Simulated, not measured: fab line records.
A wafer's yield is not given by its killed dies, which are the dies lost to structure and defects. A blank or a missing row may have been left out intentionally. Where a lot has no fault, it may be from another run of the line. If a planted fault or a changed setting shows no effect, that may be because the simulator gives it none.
Chamber matching :: flow n5 finfet :: 3 sister chambers for N5_BEOL_M4_PRE_CLEAN_60 on cvd co-01
The step time 15 s. 22 wafers are shown with their chamber, then 11 later ones without.

## EACH WAFER AND ITS CHAMBER
wafer: L075.1
chamber: 2
heater power w (W): 102

wafer: L075.4
chamber: 1
heater power w (W): 87

wafer: L075.5
chamber: 2
heater power w (W): 98

wafer: L077.2
chamber: 1
heater power w (W): 91

wafer: L077.3
chamber: 2
heater power w (W): 97

wafer: L077.6
chamber: 2
heater power w (W): 103

wafer: L081.2
chamber: 1
heater power w (W): 90

wafer: L081.3
chamber: 2
heater power w (W): 99

wafer: L081.6
chamber: 1
heater power w (W): 88

wafer: L080.3
chamber: 0
heater power w (W): 75

wafer: L080.4
chamber: 1
heater power w (W): 89

wafer: L080.5
chamber: 2
heater power w (W): 98

wafer: L083.2
chamber: 1
heater power w (W): 90

wafer: L083.3
chamber: 2
heater power w (W): 102

wafer: L083.5
chamber: 2
heater power w (W): 103

wafer: L084.2
chamber: 1
heater power w (W): 89

wafer: L084.3
chamber: 2
heater power w (W): 101

wafer: L084.5
chamber: 2
heater power w (W): 99

wafer: L085.1
chamber: 1
heater power w (W): 92

wafer: L085.4
chamber: 2
heater power w (W): 103

wafer: L085.5
chamber: 0
heater power w (W): 79

wafer: L087.1
chamber: 0
heater power w (W): 77

SIGNATURES (means of the wafers above)
reading: heater power w
chamber 0: 77.00
chamber 1: 89.50
chamber 2: 100.45
scatter within a chamber: 2.04
Rule: for each reading, subtract the chamber's mean from the wafer's reading, divide by that reading's scatter and square the result; add these up over the readings and take the root, which gives the wafer's distance from the chamber. If the next closest chamber is less than 2 further off than the closest, the wafer can't be placed; otherwise it belongs to the closest. The scatter: take each reading less its chamber's mean, square it, sum over the shown wafers, divide by the number of wafers less the number of chambers, and take the root.

## WAFERS MISSING THEIR CHAMBER
wafer: L087.5
heater power w (W): 100

wafer: L087.6
heater power w (W): 78

wafer: L090.4
heater power w (W): 106

wafer: L090.5
heater power w (W): 90

wafer: L090.6
heater power w (W): 77

wafer: L092.1
heater power w (W): 76

wafer: L092.2
heater power w (W): 101

wafer: L092.3
heater power w (W): 89

wafer: L096.2
heater power w (W): 101

wafer: L096.4
heater power w (W): 89

wafer: L096.5
heater power w (W): 74

## EACH ONE'S CHAMBER
wafer: L087.5
from the rows above: 2
in truth: 2

wafer: L087.6
from the rows above: 0
in truth: 0

wafer: L090.4
from the rows above: 2
in truth: 2

wafer: L090.5
from the rows above: 1
in truth: 1

wafer: L090.6
from the rows above: 0
in truth: 0

wafer: L092.1
from the rows above: 0
in truth: 0

wafer: L092.2
from the rows above: 2
in truth: 2

wafer: L092.3
from the rows above: 1
in truth: 1

wafer: L096.2
from the rows above: 2
in truth: 2

wafer: L096.4
from the rows above: 1
in truth: 1

wafer: L096.5
from the rows above: 0
in truth: 0
Placed correctly: 11 of 11. Not placeable from these rows: 0. Placed wrongly: 0.
